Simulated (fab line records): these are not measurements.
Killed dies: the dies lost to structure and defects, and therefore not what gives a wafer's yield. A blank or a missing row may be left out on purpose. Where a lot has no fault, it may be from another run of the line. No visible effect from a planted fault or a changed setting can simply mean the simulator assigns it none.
fab line records ; flow n5-finfet
record: lots: 9; wafers: 27; last-day: 17
route steps=1938 shown BEOL_M10@1524 BEOL_M15@1804 MIM_BOT@1832
lots that met no fault: from a run of the same line without faults
start-h: the number of hours between the record's first day and the start of the first shown wafer of the lot ; wait-h: hours elapsed since this lot's preceding step ; " same as the row above ; L1.1+2: several wafers, shown together as one row ; - either no value or no given start ; * or withheld: withheld ; < > ~ a bound
route shown NAME@n: NAME is a module with steps in the file, n the number in the route of the first one ; usual: mean and standard deviation over wafers with no fault ; same: alike in all rows ; chamber/n: place in a boat ; sites: each site's reading ; _std_site: standard deviation of those values ; _edge_site: inner sites' mean taken away from outer sites' mean ; radius-mm: for every site, how far away it sits from the centre of the wafer ; mask NAME#n: copy n ; behind: the tool/chamber that last shaped the wafer ; hold: the reason the lot was held/the length of the hold in hours/how it ended ; device: which transistor (n, p or np) failed to switch ; end of line: tests of these same wafers at the route's end ; step lacking rows: just its recipe ; killed: dies lost to structure and defects at the first sort, not the wafer's yield ; map: per-die view of a wafer (x killed, . not killed, _ where there is no die)
set.NAME: the setting that was run; set.NAME@STEP: the one run at that earlier step ; model.NAME: the simulator's own value behind a step, which no gauge read
one table for each step of the route and one row for each wafer, over a sample of lots
services: the hour from which a tool's chamber was out of use, counted from the record's first day as start-h (under 0 if before that day), plus the number of hours and why
== steps ==
step: N5_BEOL_M10_ALD_74
recipe: material: TaN; target-thk-a: 20; temp-c: 275; ald-precursor-family: PDMAT; ald-co-reactant: NH3; pressure-torr: 3; carrier-flow-sccm: 1500; pulse-time-s: 2; purge-time-s: 3; co-reactant-purge-time-s: 2; co-reactant-pulse-time-s: 3; ald-cycles: 40; precursor-vessel-temp-c: 75; precursor-vessel-pressure-torr: 26.25; precursor-vessel-carrier-sccm: 1000
usual: chamber-pressure-Torr: 3.001/0.0067; heater-power-w: 413/38
lot.wafer;tool;chamber;start-h;wait-h;chamber-pressure-Torr;heater-power-w
L309.2;ald-metal-01;1;239.27;0.0;3.007;449
L309.3;ald-metal-01;0;239.27;0.0;2.990;387
L309.4;ald-metal-01;2;239.27;0.0;3.002;416
L311.1;ald-metal-03;2;239.43;0.0;2.990;362
L311.4;ald-metal-03;1;239.43;0.0;3.001;392
L311.6;ald-metal-03;0;239.43;0.0;2.998;424
L310.1;ald-metal-03;1;243.21;0.0;2.999;400
L310.4;ald-metal-03;3;243.21;0.0;2.997;482
L310.5;ald-metal-03;0;243.21;0.0;3.002;408
L315.1;ald-metal-03;1;275.84;0.0;3.005;396
L315.4;ald-metal-03;0;275.84;0.0;3.000;415
L315.5;ald-metal-03;0;275.84;0.0;2.997;423
L319.1;ald-metal-03;2;308.66;0.0;3.006;370
L319.2;ald-metal-03;3;308.66;0.0;2.992;493
L319.3;ald-metal-03;1;308.66;0.0;3.004;390
L325.1;ald-metal-01;0;331.93;0.0;2.994;387
L325.5;ald-metal-01;2;331.93;0.0;2.999;415
L325.6;ald-metal-01;1;331.93;0.0;3.014;446
L324.2;ald-metal-03;2;340.09;0.0;3.002;365
L324.4;ald-metal-03;3;340.09;0.0;2.993;478
L324.5;ald-metal-03;1;340.09;0.0;3.012;397
L326.1;ald-metal-04;3;350.34;0.2;2.994;372
L326.3;ald-metal-04;0;350.34;0.2;3.009;415
L326.4;ald-metal-04;1;350.34;0.2;2.997;377
L328.1;ald-metal-04;1;359.74;0.0;2.994;398
L328.3;ald-metal-04;3;359.74;0.0;2.993;387
L328.6;ald-metal-04;1;359.74;0.0;3.012;386
step: N5_BEOL_M15_CD_MEAS_28
recipe: target-cd-nm: 407.6; landing-energy-ev: 500; detector: se-inlens
usual: cd-nm: 407.3/1.8
lot.wafer;tool;chamber;start-h;wait-h;cd-nm
L309.2;cd-sem-03;0;266.07;-;406.2
L309.3;cd-sem-03;0;266.07;-;407.1
L309.4;cd-sem-03;0;266.07;-;406.6
L311.1;cd-sem-02;0;268.47;-;403.7
L311.4;cd-sem-02;0;268.47;-;405.1
L311.6;cd-sem-02;0;268.47;-;406.3
L310.1;cd-sem-02;0;274.26;-;405.4
L310.4;cd-sem-02;0;274.26;-;405.4
L310.5;cd-sem-02;0;274.26;-;405.2
L315.1;cd-sem-01;0;304.59;-;408.9
L315.4;cd-sem-01;0;304.59;-;407.8
L315.5;cd-sem-01;0;304.59;-;406.5
L319.1;cd-sem-03;0;342.27;-;410.5
L319.2;cd-sem-03;0;342.27;-;408.4
L319.3;cd-sem-03;0;342.27;-;408.0
L325.1;cd-sem-02;0;361.62;-;407.4
L325.5;cd-sem-02;0;361.62;-;409.1
L325.6;cd-sem-02;0;361.62;-;409.1
L324.2;cd-sem-02;0;367.76;-;407.0
L324.4;cd-sem-02;0;367.76;-;407.9
L324.5;cd-sem-02;0;367.76;-;408.0
L326.1;cd-sem-02;0;379.60;-;403.1
L326.3;cd-sem-02;0;379.60;-;403.7
L326.4;cd-sem-02;0;379.60;-;404.3
L328.1;cd-sem-03;0;389.71;-;405.4
L328.3;cd-sem-03;0;389.71;-;403.9
L328.6;cd-sem-03;0;389.71;-;405.1
step: N5_BEOL_M15_DEGAS_41
recipe: ambient: vacuum; temp-c: 300; time-s: 60
usual: heater-power-w: 471/47
lot.wafer;tool;chamber;start-h;wait-h;heater-power-w
L309.2;pvd-sputter-01;-;268.29;0.2;422
L309.3;pvd-sputter-01;-;268.29;0.2;565
L309.4;pvd-sputter-01;-;268.29;0.2;463
L311.1;pvd-sputter-03;-;271.37;0.5;428
L311.4;pvd-sputter-03;-;271.37;0.5;492
L311.6;pvd-sputter-03;-;271.37;0.5;538
L310.1;pvd-sputter-03;-;276.71;0.2;545
L310.4;pvd-sputter-03;-;276.71;0.2;442
L310.5;pvd-sputter-03;-;276.71;0.2;447
L315.1;pvd-sputter-03;-;308.18;0.7;491
L315.4;pvd-sputter-03;-;308.18;0.7;537
L315.5;pvd-sputter-03;-;308.18;0.7;497
L319.1;pvd-sputter-02;-;344.14;0.2;413
L319.2;pvd-sputter-02;-;344.14;0.2;388
L319.3;pvd-sputter-02;-;344.14;0.2;464
L325.1;pvd-sputter-03;-;363.50;0.3;448
L325.5;pvd-sputter-03;-;363.50;0.3;456
L325.6;pvd-sputter-03;-;363.50;0.3;445
L324.2;pvd-sputter-02;-;374.65;0.9;416
L324.4;pvd-sputter-02;-;374.65;0.9;506
L324.5;pvd-sputter-02;-;374.65;0.9;512
L326.1;pvd-sputter-03;-;382.08;1.6;539
L326.3;pvd-sputter-03;-;382.08;1.6;438
L326.4;pvd-sputter-03;-;382.08;1.6;504
L328.1;pvd-sputter-02;-;395.91;0.4;391
L328.3;pvd-sputter-02;-;395.91;0.4;512
L328.6;pvd-sputter-02;-;395.91;0.4;458
step: N5_BEOL_M15_RC_MEAS_101
usual: COMB_M10: 1.4e-11/3.2e-12; COMB_M10_max_site: 2e-11/4.6e-12; COMB_M11: 1.4e-11/3.1e-12; COMB_M11_max_site: 2e-11/5.3e-12; COMB_M12: 6.3e-12/1.4e-12; COMB_M13: 4.3e-12/9.4e-13; COMB_M14: 3.3e-12/8.2e-13; COMB_M15: 2.3e-12/5.4e-13; COMB_M5: 3.6e-11/6.7e-12; COMB_M6: 2.4e-11/5e-12; COMB_M7: 2.5e-11/4.8e-12; COMB_M8: 2.5e-11/5.2e-12; COMB_M9: 1.4e-11/3.1e-12; SERP_M10: 3.08/0.059; SERP_M11: 3.04/0.058; SERP_M12: 0.632/0.011; SERP_M13: 0.309/0.0048; SERP_M14: 0.1610/0.0025; SERP_M5: 38.3/1.3; SERP_M6: 13.8/0.44; SERP_M7: 13.9/0.4; SERP_M8: 14.0/0.42; SERP_M9: 3.06/0.068
lot.wafer;tool;chamber;start-h;wait-h;COMB_M10[S/m];COMB_M10_max_site[S/m];COMB_M11[S/m];COMB_M11_max_site[S/m];COMB_M12[S/m];COMB_M13[S/m];COMB_M14[S/m];COMB_M15[S/m];COMB_M5[S/m];COMB_M6[S/m];COMB_M7[S/m];COMB_M8[S/m];COMB_M9[S/m];SERP_M10[ohm/um];SERP_M11[ohm/um];SERP_M12[ohm/um];SERP_M13[ohm/um];SERP_M14[ohm/um];SERP_M5[ohm/um];SERP_M6[ohm/um];SERP_M7[ohm/um];SERP_M8[ohm/um];SERP_M9[ohm/um]
L309.2;prober-02;0;269.82;0.2;1.8e-11;2.2e-11;1.7e-11;3.6e-11;4.9e-12;2.7e-12;3.4e-12;2.3e-12;3.8e-11;3e-11;2.6e-11;1.6e-11;1.2e-11;3.07;2.96;0.624;0.317;0.1549;38.1;13.8;13.9;14.2;3.01
L309.3;prober-02;0;269.82;0.2;9e-12;1.4e-11;1.1e-11;1.6e-11;4.1e-12;4.9e-12;3.4e-12;2.3e-12;3.4e-11;2.3e-11;1.9e-11;3e-11;1.2e-11;3.03;3.07;0.617;0.317;0.1585;39.3;13.8;14.6;13.9;3.10
L309.4;prober-02;0;269.82;0.2;1.4e-11;1.8e-11;1.4e-11;2.1e-11;3.8e-12;3.8e-12;3.7e-12;2.6e-12;3.1e-11;3.1e-11;2.3e-11;2.5e-11;1.1e-11;3.15;3.07;0.624;0.311;0.1608;37.6;13.4;14.7;14.9;3.11
L311.1;prober-02;0;272.76;0.0;9e-12;1.2e-11;1.2e-11;1.8e-11;5e-12;4.1e-12;3.2e-12;2.1e-12;3e-11;2.1e-11;2.8e-11;2.6e-11;1.9e-11;3.01;3.01;0.649;0.318;0.1600;39.5;14.0;14.1;14.6;3.04
L311.4;prober-02;0;272.76;0.0;1.2e-11;1.9e-11;1.3e-11;2.3e-11;7.4e-12;6.4e-12;2.9e-12;1.5e-12;2.8e-11;2.7e-11;2e-11;3.4e-11;1.3e-11;3.10;3.07;0.615;0.306;0.1637;41.1;13.8;13.4;14.9;3.06
L311.6;prober-02;0;272.76;0.0;9e-12;1.3e-11;1.2e-11;2e-11;8.4e-12;3.6e-12;2.9e-12;1.9e-12;2.4e-11;2.2e-11;3.2e-11;2.9e-11;1.2e-11;3.08;2.99;0.627;0.318;0.1593;40.4;13.4;13.7;14.1;3.01
L310.1;prober-01;0;278.09;0.0;1.6e-11;2.3e-11;1.4e-11;2e-11;6.2e-12;4.1e-12;3.1e-12;2.7e-12;4.4e-11;2.7e-11;2.2e-11;2.6e-11;1.8e-11;3.07;2.97;0.632;0.314;0.1615;36.0;13.9;13.4;14.5;2.98
L310.4;prober-01;0;278.09;0.0;1.7e-11;1.8e-11;1.5e-11;1.8e-11;5.1e-12;4.1e-12;4e-12;2.5e-12;4.9e-11;2.4e-11;1.9e-11;2.9e-11;1.9e-11;3.12;3.06;0.630;0.319;0.1606;37.4;14.3;13.8;14.9;3.08
L310.5;prober-01;0;278.09;0.0;1.4e-11;1.9e-11;1.1e-11;1.7e-11;5.8e-12;5.2e-12;3.2e-12;2.2e-12;3.4e-11;2.3e-11;1.7e-11;4.3e-11;2.1e-11;3.16;3.06;0.631;0.311;0.1609;37.4;14.8;14.6;14.8;3.08
L315.1;prober-02;0;309.68;0.0;1.5e-11;2.4e-11;2.4e-11;3.5e-11;4.2e-12;5.7e-12;2.4e-12;1.8e-12;3e-11;2.7e-11;3e-11;1.9e-11;1.5e-11;3.07;3.03;0.626;0.308;0.1568;39.2;13.4;14.2;13.5;3.11
L315.4;prober-02;0;309.68;0.0;1.4e-11;1.5e-11;2.1e-11;3.3e-11;6.8e-12;3.8e-12;3.2e-12;1.2e-12;2.7e-11;2.8e-11;2e-11;2.4e-11;1.1e-11;3.12;3.14;0.634;0.313;0.1621;40.0;13.3;14.2;14.0;3.07
L315.5;prober-02;0;309.68;0.0;1.6e-11;1.8e-11;1.6e-11;2.4e-11;6e-12;4.7e-12;2.4e-12;1.5e-12;2.7e-11;2.5e-11;1.9e-11;1.8e-11;1.4e-11;3.06;3.07;0.614;0.312;0.1576;38.8;13.2;14.0;13.9;3.06
L319.1;prober-02;0;346.38;0.0;1.4e-11;1.8e-11;1.1e-11;1.5e-11;5.9e-12;4.7e-12;3.3e-12;3.5e-12;2.7e-11;1.9e-11;2.6e-11;1.9e-11;1.2e-11;3.01;3.01;0.632;0.314;0.1649;37.9;13.0;14.5;13.3;3.16
L319.2;prober-02;0;346.38;0.0;2.4e-11;3.9e-11;1.1e-11;2.5e-11;5.8e-12;6.3e-12;4.4e-12;2.2e-12;4.5e-11;1.7e-11;2e-11;1.9e-11;1.3e-11;3.18;2.95;0.639;0.308;0.1632;38.3;13.5;13.8;13.7;3.20
L319.3;prober-02;0;346.38;0.0;1.2e-11;1.5e-11;1.2e-11;1.6e-11;5e-12;6.4e-12;5.3e-12;1.9e-12;3.5e-11;2.3e-11;2e-11;3.1e-11;1.6e-11;3.12;3.17;0.644;0.304;0.1630;37.3;13.5;14.0;14.3;3.07
L325.1;prober-02;0;364.99;0.0;1.6e-11;2e-11;1.5e-11;4e-11;8.9e-12;4.9e-12;3.1e-12;3.2e-12;4.2e-11;1.9e-11;2.6e-11;2.5e-11;1.8e-11;3.07;2.99;0.620;0.310;0.1577;37.6;13.9;13.9;13.9;3.07
L325.5;prober-02;0;364.99;0.0;2.4e-11;3.2e-11;1.3e-11;2.2e-11;6.8e-12;4.2e-12;2.8e-12;2.5e-12;3.2e-11;2.7e-11;3.4e-11;3.6e-11;1.5e-11;3.06;3.05;0.652;0.310;0.1553;35.5;13.4;13.1;14.1;3.07
L325.6;prober-02;0;364.99;0.0;1.5e-11;2.3e-11;1e-11;1.8e-11;5.6e-12;5.1e-12;3.9e-12;2.1e-12;4.6e-11;2.6e-11;4.1e-11;2.2e-11;1.5e-11;3.08;3.04;0.641;0.301;0.1607;38.2;13.6;14.3;13.9;3.04
L324.2;prober-02;0;376.18;0.2;2e-11;2.6e-11;9e-12;1.4e-11;7.7e-12;3.6e-12;4e-12;1.5e-12;4e-11;2.6e-11;1.4e-11;2.7e-11;1.4e-11;3.05;3.11;0.616;0.308;0.1587;37.1;14.7;14.2;13.9;3.10
L324.4;prober-02;0;376.18;0.2;2e-11;3.5e-11;1.1e-11;1.3e-11;7.4e-12;3.9e-12;3.2e-12;2.6e-12;4.1e-11;2e-11;2.1e-11;3.2e-11;8e-12;3.07;3.09;0.631;0.311;0.1584;37.2;14.3;13.8;14.9;3.07
L324.5;prober-02;0;376.18;0.2;1.1e-11;1.3e-11;1.1e-11;1.5e-11;7e-12;5.9e-12;4e-12;2.1e-12;3.3e-11;1.7e-11;1.9e-11;3.4e-11;1e-11;3.05;3.07;0.627;0.305;0.1617;37.2;14.8;13.6;14.1;3.12
L326.1;prober-01;0;383.59;0.0;1.3e-11;2.8e-11;1.7e-11;3e-11;7e-12;6e-12;3.8e-12;2.5e-12;4.1e-11;2e-11;2.4e-11;2.4e-11;1.4e-11;3.15;3.10;0.601;0.302;0.1637;38.8;13.8;13.6;14.0;2.97
L326.3;prober-01;0;383.59;0.0;1.7e-11;2e-11;1e-11;2.1e-11;5.5e-12;4.2e-12;3e-12;2.6e-12;3.7e-11;2.2e-11;2.2e-11;2.2e-11;1e-11;3.07;3.16;0.618;0.305;0.1613;38.6;14.0;14.0;13.6;3.01
L326.4;prober-01;0;383.59;0.0;1.2e-11;1.7e-11;1.1e-11;1.5e-11;5.4e-12;4.2e-12;3.5e-12;1.7e-12;5.3e-11;2.8e-11;2.5e-11;2.4e-11;9e-12;3.19;3.08;0.607;0.304;0.1601;37.3;13.5;13.8;14.0;2.93
L328.1;prober-01;0;397.30;0.0;1.1e-11;1.6e-11;1.1e-11;1.2e-11;8.1e-12;3.8e-12;3.5e-12;3.1e-12;3.8e-11;1.8e-11;3e-11;2.5e-11;2e-11;3.06;2.98;0.626;0.303;0.1591;39.7;13.7;13.9;14.1;2.98
L328.3;prober-01;0;397.30;0.0;1e-11;1.6e-11;1e-11;1.2e-11;3.9e-12;5.7e-12;4.6e-12;2.4e-12;3.3e-11;2.6e-11;2.1e-11;2.5e-11;1.5e-11;3.08;2.96;0.629;0.305;0.1554;39.1;14.0;13.8;13.7;3.06
L328.6;prober-01;0;397.30;0.0;1.4e-11;1.7e-11;9e-12;1.3e-11;6.4e-12;4.7e-12;3.3e-12;1.7e-12;3.5e-11;1.8e-11;2e-11;2.8e-11;2.2e-11;3.18;3.00;0.633;0.309;0.1599;39.7;14.5;13.1;14.1;2.96
step: N5_MIM_BOT_DEGAS_01
recipe: ambient: vacuum; temp-c: 300; time-s: 60
usual: heater-power-w: 474/47
lot.wafer;tool;chamber;start-h;wait-h;heater-power-w
L309.2;pvd-sputter-03;-;271.25;0.6;443
L309.3;pvd-sputter-03;-;271.25;0.6;442
L309.4;pvd-sputter-03;-;271.25;0.6;509
L311.1;pvd-sputter-03;-;275.23;1.5;500
L311.4;pvd-sputter-03;-;275.23;1.5;535
L311.6;pvd-sputter-03;-;275.23;1.5;435
L310.1;pvd-sputter-02;-;279.17;0.1;469
L310.4;pvd-sputter-02;-;279.17;0.1;424
L310.5;pvd-sputter-02;-;279.17;0.1;415
L315.1;pvd-sputter-03;-;312.42;1.8;507
L315.4;pvd-sputter-03;-;312.42;1.8;434
L315.5;pvd-sputter-03;-;312.42;1.8;444
L319.1;pvd-sputter-03;-;349.06;1.7;435
L319.2;pvd-sputter-03;-;349.06;1.7;444
L319.3;pvd-sputter-03;-;349.06;1.7;553
L325.1;pvd-sputter-03;-;366.44;0.5;441
L325.5;pvd-sputter-03;-;366.44;0.5;445
L325.6;pvd-sputter-03;-;366.44;0.5;489
L324.2;pvd-sputter-03;-;378.58;1.6;446
L324.4;pvd-sputter-03;-;378.58;1.6;422
L324.5;pvd-sputter-03;-;378.58;1.6;436
L326.1;pvd-sputter-03;-;385.78;1.2;497
L326.3;pvd-sputter-03;-;385.78;1.2;445
L326.4;pvd-sputter-03;-;385.78;1.2;537
L328.1;pvd-sputter-02;-;399.02;0.7;402
L328.3;pvd-sputter-02;-;399.02;0.7;473
L328.6;pvd-sputter-02;-;399.02;0.7;412
== services ==
tool;chamber;start-h;hours;kind
ald-metal-01;1;224.25;3.5;repair
ald-metal-04;2;227.57;7.6;repair
ald-metal-01;-;240.47;2.8;pm
ald-metal-01;0;272.39;10.9;repair
ald-metal-03;1;289.31;5.3;repair
pvd-sputter-01;-;300.26;1.2;repair
pvd-sputter-01;-;330.77;4.0;repair
ald-metal-01;-;337.37;14.0;pm
ald-metal-01;0;337.37;14.0;vent-cycle
ald-metal-01;1;337.37;14.0;vent-cycle
ald-metal-01;2;337.37;14.0;vent-cycle
ald-metal-01;3;337.37;14.0;vent-cycle
ald-metal-01;0;351.37;-;clean
ald-metal-01;1;351.37;-;clean
ald-metal-01;2;351.37;-;clean
ald-metal-01;3;351.37;-;clean
ald-metal-01;3;376.01;4.0;repair
ald-metal-01;-;377.02;0.7;repair
ald-metal-01;-;388.60;8.7;pm
ald-metal-04;-;389.77;1.0;repair
pvd-sputter-02;-;390.31;1.5;repair
pvd-sputter-01;-;398.06;0.6;repair
== key ==
first-sign: step: N5_BEOL_M15_RC_MEAS_101; reading: COMB_M10_max_site; direction: up; sigmas: 3.5; usual: 2e-11; struck: 3.7e-11
effect none on later readings
met-at N5_BEOL_M10_ALD_74
struck-lots L319,L324
struck-wafers L319.2,L324.4
not-acting-at N5_BEOL_M15_CD_MEAS_28,N5_BEOL_M15_DEGAS_41,N5_MIM_BOT_DEGAS_01
onset-between 243.21 308.66
fault: kind: site-profile-drift; tool: ald-metal-03; chamber: 3; onset-h: 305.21; steps: N5_BEOL_M10_ALD_74; basis: fraction; max-abs-drift: 0.3213; slope-share-per-hr: 71.4; site-pattern: 0,0,0,0,0,-1,-1,-1,-1
